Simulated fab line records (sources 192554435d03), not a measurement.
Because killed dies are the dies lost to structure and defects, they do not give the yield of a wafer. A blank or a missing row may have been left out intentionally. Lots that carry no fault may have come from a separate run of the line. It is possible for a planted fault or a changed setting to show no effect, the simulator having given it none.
fab line records | flow n5-finfet | part 2 of 2: steps 21 to 26 of 26
record lots=5 | wafers=15 | last-day=17
route steps=1938 shown MOL_CONTACT_COAG@518
lots untouched by any fault: they come from a run of this same line in which no faults occurred
start-h: start of the lot's first displayed wafer, in hours after the record's first day | wait-h: hours from the lot's prior step to this one | " repeats the value in the row above | L1.1+2: several wafers, shown together as one row | - no value, or no start given | * or withheld: withheld | < > ~ a bound
route shown NAME@n: a module of which the file shows steps, and the number in the route of the first | usual: the fault-free wafers' mean and standard deviation | same: alike in all rows | chamber/n: place in a boat | sites: the reading at each site | _std_site: the values' standard deviation | _edge_site: mean of outer sites minus mean of inner sites | radius-mm: how far each site lies from the wafer's centre | mask NAME#n: copy n | behind: the last tool/chamber to shape the wafer | hold: why the lot was held/for how many hours/how that ended | device: whichever transistor did not switch (one of n, p or np) | end of line: the route-end tests of the same wafers | step lacking rows: just its recipe | killed: count of dies lost to structure and defects at first sort (not the wafer's yield) | map: a wafer's dies, marking killed ones x, the rest . and places with no die _
set.NAME: the run value of the setting; set.NAME@STEP: its run value at that earlier step | model.NAME: the simulator's own value behind a step, which no gauge read
certain route steps with their lots: each step a table, each wafer a row
services: the hour from which a tool's chamber was out of use, counted from the record's first day as start-h (under 0 if before that day), plus the number of hours and why
## steps
# step N5_MOL_CONTACT_COAG_ETCH_110
# recipe chemistry=CF4/O2 | target=Si | target-depth-a=25 | time-s=8 | pressure-mtorr=100 | source-w=200 | bias-w=12 | ion-energy-ev=60 | Ar_flow_sccm=100 | cf4-flow-sccm=100 | O2_flow_sccm=10
# usual drypump-motor-current-A=5.7/0.42 | oes-product-au=0.79/0.1 | rf-vpp-V=128/5.5 | showerhead-plenum-p-Torr=2.23/0.09 | throttle-valve-pct=10.77/0.29
lot.wafer | tool        | chamber | start-h | wait-h | drypump-motor-current-A | oes-product-au | rf-hours-counter-h | rf-vpp-V | showerhead-plenum-p-Torr | throttle-valve-pct
L085.2    | rie-diel-03 | 1       | 155.32  | 0.0    | 6.2                     | 0.70           | 244                | 128      | 2.18                     | 10.76
L085.4    | "           | 0       | "       | "      | 5.4                     | 0.67           | 230                | 132      | 2.09                     | 10.99
L085.6    | "           | 3       | "       | "      | 6.0                     | 0.85           | -                  | 132      | 2.27                     | 10.58
L088.2    | rie-diel-02 | 2       | 171.33  | 0.0    | 5.3                     | 0.93           | 20                 | 124      | 2.38                     | 10.63
L088.4    | "           | 3       | "       | "      | 6.4                     | 0.85           | 78                 | 129      | 2.25                     | 10.55
L088.6    | "           | 1       | "       | "      | 5.9                     | 0.68           | -                  | 132      | 2.10                     | 11.10
L089.3    | rie-diel-03 | 2       | 177.46  | 0.0    | 5.6                     | 0.74           | 132                | 131      | 2.25                     | 10.87
L089.4    | "           | 2       | "       | "      | 5.6                     | 0.75           | -                  | 132      | 2.25                     | 10.88
L089.5    | "           | 3       | "       | "      | 6.0                     | 0.84           | -                  | 130      | 2.27                     | 10.58
L090.2    | rie-diel-02 | 2       | 183.45  | 0.0    | 5.3                     | 0.91           | 25                 | 124      | 2.38                     | 10.64
L090.3    | "           | 3       | "       | "      | 6.4                     | 0.84           | 82                 | 129      | 2.25                     | 10.54
L090.4    | "           | 0       | "       | "      | 5.1                     | 0.70           | -                  | 128      | 2.11                     | 11.03
L097.1    | rie-diel-03 | 0       | 228.00  | 0.0    | 5.4                     | 0.97           | 1                  | 133      | 2.34                     | 10.29
L097.2    | "           | 3       | "       | "      | 6.0                     | 0.81           | 89                 | 131      | 2.26                     | 10.66
L097.3    | "           | 2       | "       | "      | 5.6                     | 0.72           | 153                | 130      | 2.24                     | 10.94
# step N5_MOL_CONTACT_COAG_STRIP_98
# recipe chemistry=N2/H2 | power-w=500 | temp-c=40 | pressure-mtorr=50 | rf-frequency-hz=6e+07 | overash-fraction=0.3 | bias-power-w=8 | h2-frac=0.5 | n2-flow-sccm=300 | h2-flow-sccm=300
# usual drypump-motor-current-A=5.7/0.42 | oes-product-au=0.78/0.09 | power-w=499.9/1.4 | rf-vpp-V=54.0/1.5 | showerhead-plenum-p-Torr=3.38/0.13 | throttle-valve-pct=18.9/0.44
lot.wafer | tool        | chamber | start-h | wait-h | drypump-motor-current-A | oes-product-au | power-w | rf-hours-counter-h | rf-vpp-V | showerhead-plenum-p-Torr | throttle-valve-pct
L085.2    | rie-diel-03 | 1       | 155.37  | 0.0    | 6.1                     | 0.69           | 499.8   | 244                | 53.5     | 3.29                     | 19.0
L085.4    | "           | 0       | "       | "      | 5.4                     | 0.68           | 498.4   | 230                | 51.5     | 3.20                     | 19.1
L085.6    | "           | 3       | "       | "      | 6.0                     | 0.85           | 497.8   | -                  | 55.9     | 3.40                     | 18.8
L088.2    | rie-diel-02 | 2       | 171.38  | 0.0    | 5.3                     | 0.90           | 499.1   | 20                 | 52.6     | 3.58                     | 19.1
L088.4    | "           | 3       | "       | "      | 6.4                     | 0.83           | 500.2   | 78                 | 55.3     | 3.42                     | 19.0
L088.6    | "           | 1       | "       | "      | 5.9                     | 0.67           | 500.5   | -                  | 52.6     | 3.18                     | 18.9
L089.3    | rie-diel-03 | 2       | 177.51  | 0.0    | 5.6                     | 0.75           | 498.7   | 132                | 50.6     | 3.33                     | 18.3
L089.4    | "           | 2       | "       | "      | 5.6                     | 0.73           | 500.4   | -                  | 52.9     | 3.33                     | 18.3
L089.5    | "           | 3       | "       | "      | 6.0                     | 0.84           | 499.7   | -                  | 55.5     | 3.39                     | 18.8
L090.2    | rie-diel-02 | 2       | 183.50  | 0.0    | 5.3                     | 0.87           | 498.7   | 25                 | 55.8     | 3.58                     | 19.1
L090.3    | "           | 3       | "       | "      | 6.4                     | 0.80           | 499.1   | 82                 | 54.5     | 3.42                     | 19.0
L090.4    | "           | 0       | "       | "      | 5.1                     | 0.70           | 499.9   | -                  | 54.4     | 3.20                     | 19.4
L097.1    | rie-diel-03 | 0       | 228.05  | 0.0    | 5.4                     | 1.00           | 498.7   | 1                  | 54.5     | 3.60                     | 18.7
L097.2    | "           | 3       | "       | "      | 6.0                     | 0.82           | 499.2   | 89                 | 53.5     | 3.38                     | 18.9
L097.3    | "           | 2       | "       | "      | 5.6                     | 0.73           | 496.7   | 153                | 56.0     | 3.32                     | 18.4
# step N5_MOL_CONTACT_COAG_CD_MEAS_99
# recipe target-cd-nm=17.2 | polarity=opening
# usual cd-nm=17.4/0.53
lot.wafer | tool      | chamber | start-h | wait-h | cd-nm
L085.2    | cd-sem-03 | -       | 155.44  | -      | 17.1
L085.4    | "         | -       | "       | "      | 17.0
L085.6    | "         | -       | "       | "      | 17.4
L088.2    | cd-sem-02 | -       | 171.45  | -      | 17.5
L088.4    | "         | -       | "       | "      | 17.8
L088.6    | "         | -       | "       | "      | 17.5
L089.3    | cd-sem-01 | -       | 177.58  | -      | 17.2
L089.4    | "         | -       | "       | "      | 17.0
L089.5    | "         | -       | "       | "      | 18.1
L090.2    | cd-sem-01 | -       | 183.57  | -      | 17.3
L090.3    | "         | -       | "       | "      | 17.9
L090.4    | "         | -       | "       | "      | 16.8
L097.1    | cd-sem-02 | -       | 228.12  | -      | 16.7
L097.2    | "         | -       | "       | "      | 17.0
L097.3    | "         | -       | "       | "      | 16.6
# step N5_MOL_CONTACT_COAG_IMPLANT_129
# recipe species=Ge | energy-kev=3 | dose-cm2=6e+14 | tilt-deg=0 | rotation-deg=0
# usual beam-on-s=42.1/1 | dose-ions-cm2=6e+14/7.1e+11 | end-station-pressure-torr=5.8e-06/3.2e-07
lot.wafer | tool         | chamber | start-h | wait-h | beam-on-s | dose-ions-cm2 | end-station-pressure-torr
L085.2    | implanter-02 | 0       | 155.51  | 0.1    | 42.1      | 6.016e+14     | 6e-06
L085.4    | "            | 0       | "       | "      | 42.0      | 6.007e+14     | 6.1e-06
L085.6    | "            | 0       | "       | "      | 40.5      | 6.008e+14     | 6.1e-06
L088.2    | implanter-02 | 0       | 171.51  | 0.1    | 41.8      | 6.009e+14     | 5.5e-06
L088.4    | "            | 0       | "       | "      | 41.1      | 5.998e+14     | 5.6e-06
L088.6    | "            | 0       | "       | "      | 41.8      | 6.007e+14     | 5.7e-06
L089.3    | implanter-02 | 0       | 177.67  | 0.1    | 41.7      | 5.996e+14     | 5.8e-06
L089.4    | "            | 0       | "       | "      | 40.7      | 6.001e+14     | 6.1e-06
L089.5    | "            | 0       | "       | "      | 40.9      | 5.993e+14     | 5.6e-06
L090.2    | implanter-01 | 0       | 183.63  | 0.1    | 42.9      | 5.991e+14     | 6e-06
L090.3    | "            | 0       | "       | "      | 43.1      | 5.991e+14     | 5.8e-06
L090.4    | "            | 0       | "       | "      | 42.2      | 5.989e+14     | 5.6e-06
L097.1    | implanter-01 | 0       | 228.15  | 0.0    | 41.3      | 6.003e+14     | 5.9e-06
L097.2    | "            | 0       | "       | "      | 41.3      | 5.992e+14     | 5.5e-06
L097.3    | "            | 0       | "       | "      | 44.2      | 6.002e+14     | 5.3e-06
# step N5_MOL_CONTACT_COAG_PRECLEAN_111
# recipe chemistry=NF3:NH3 | afs-cycles=1 | temp-c=30 | time-s=20 | sublimation-temp-c=180 | sublimation-time-s=60 | pressure-torr=3 | rf-power-w=30
# usual pressure-torr=3.001/0.0064 | rf-power-w=29.99/0.097
lot.wafer | tool             | chamber | start-h | wait-h | pressure-torr | rf-power-w
L085.2    | remote-plasma-01 | 1       | 155.77  | 0.2    | 3.008         | 30.09
L085.4    | "                | 1       | "       | "      | 3.007         | 30.13
L085.6    | "                | 1       | "       | "      | 2.998         | 30.06
L088.2    | remote-plasma-01 | 1       | 171.72  | 0.2    | 2.997         | 30.12
L088.4    | "                | 1       | "       | "      | 2.992         | 30.14
L088.6    | "                | 1       | "       | "      | 3.008         | 30.16
L089.3    | remote-plasma-02 | 0       | 178.20  | 0.5    | 3.006         | 29.97
L089.4    | "                | 0       | "       | "      | 3.001         | 29.84
L089.5    | "                | 0       | "       | "      | 2.997         | 29.95
L090.2    | remote-plasma-02 | 0       | 183.84  | 0.2    | 3.001         | 29.87
L090.3    | "                | 0       | "       | "      | 3.004         | 30.06
L090.4    | "                | 0       | "       | "      | 3.012         | 29.98
L097.1    | remote-plasma-02 | 0       | 228.37  | 0.2    | 2.987         | 29.96
L097.2    | "                | 0       | "       | "      | 2.997         | 29.78
L097.3    | "                | 0       | "       | "      | 3.000         | 29.93
# step N5_MOL_CONTACT_COAG_TI_SIL_19
# recipe material=Ti | target-thk-a=42 | temp-c=200 | chamber-pressure-pa=5 | power-w=5000 | time-s=15
# usual throttle-valve-pct=30.2/0.88
lot.wafer | tool           | chamber | start-h | wait-h | throttle-valve-pct
L085.2    | pvd-sputter-02 | -       | 156.00  | 0.2    | 32.2
L085.4    | "              | -       | "       | "      | 29.8
L085.6    | "              | -       | "       | "      | 32.0
L088.2    | pvd-sputter-03 | -       | 171.93  | 0.2    | 31.7
L088.4    | "              | -       | "       | "      | 31.8
L088.6    | "              | -       | "       | "      | 30.1
L089.3    | pvd-sputter-01 | -       | 178.36  | 0.1    | 28.7
L089.4    | "              | -       | "       | "      | 30.1
L089.5    | "              | -       | "       | "      | 30.2
L090.2    | pvd-sputter-03 | -       | 184.10  | 0.2    | 30.3
L090.3    | "              | -       | "       | "      | 30.3
L090.4    | "              | -       | "       | "      | 29.8
L097.1    | pvd-sputter-03 | -       | 228.58  | 0.2    | 31.7
L097.2    | "              | -       | "       | "      | 30.5
L097.3    | "              | -       | "       | "      | 29.7
## services
tool           | chamber | start-h | hours | kind
rie-diel-02    | 3       | 139.10  | 12.7  | repair
euv-scanner-01 | -       | 140.85  | 1.0   | pm
euv-scanner-02 | -       | 143.88  | 0.5   | repair
euv-scanner-01 | -       | 150.98  | 1.4   | repair
implanter-02   | -       | 167.97  | 0.7   | repair
euv-scanner-02 | -       | 168.65  | 1.0   | pm
euv-scanner-01 | -       | 174.22  | 1.9   | repair
rie-diel-03    | 1       | 174.77  | -     | clean
rie-diel-03    | 1       | 174.77  | -     | consumable-replace:focus-ring
rie-diel-03    | 1       | 174.77  | 17.9  | scheduled-down
rie-diel-03    | 1       | 174.77  | 17.9  | vent-cycle
rie-diel-02    | 1       | 177.05  | -     | clean
rie-diel-02    | 1       | 177.05  | -     | consumable-replace:focus-ring
implanter-01   | -       | 180.86  | 0.9   | repair
euv-scanner-02 | -       | 183.38  | 4.6   | pm
implanter-02   | -       | 190.18  | 3.6   | pm
euv-scanner-01 | -       | 197.00  | 1.0   | pm
rie-diel-03    | 0       | 206.91  | -     | clean
rie-diel-03    | 0       | 206.91  | -     | consumable-replace:focus-ring
rie-diel-03    | 0       | 206.91  | -     | consumable-replace:showerhead
rie-diel-03    | 0       | 206.91  | 19.3  | scheduled-down
rie-diel-03    | 0       | 206.91  | 19.3  | vent-cycle
implanter-02   | -       | 207.52  | 4.5   | repair
euv-scanner-02 | -       | 224.80  | 1.0   | pm
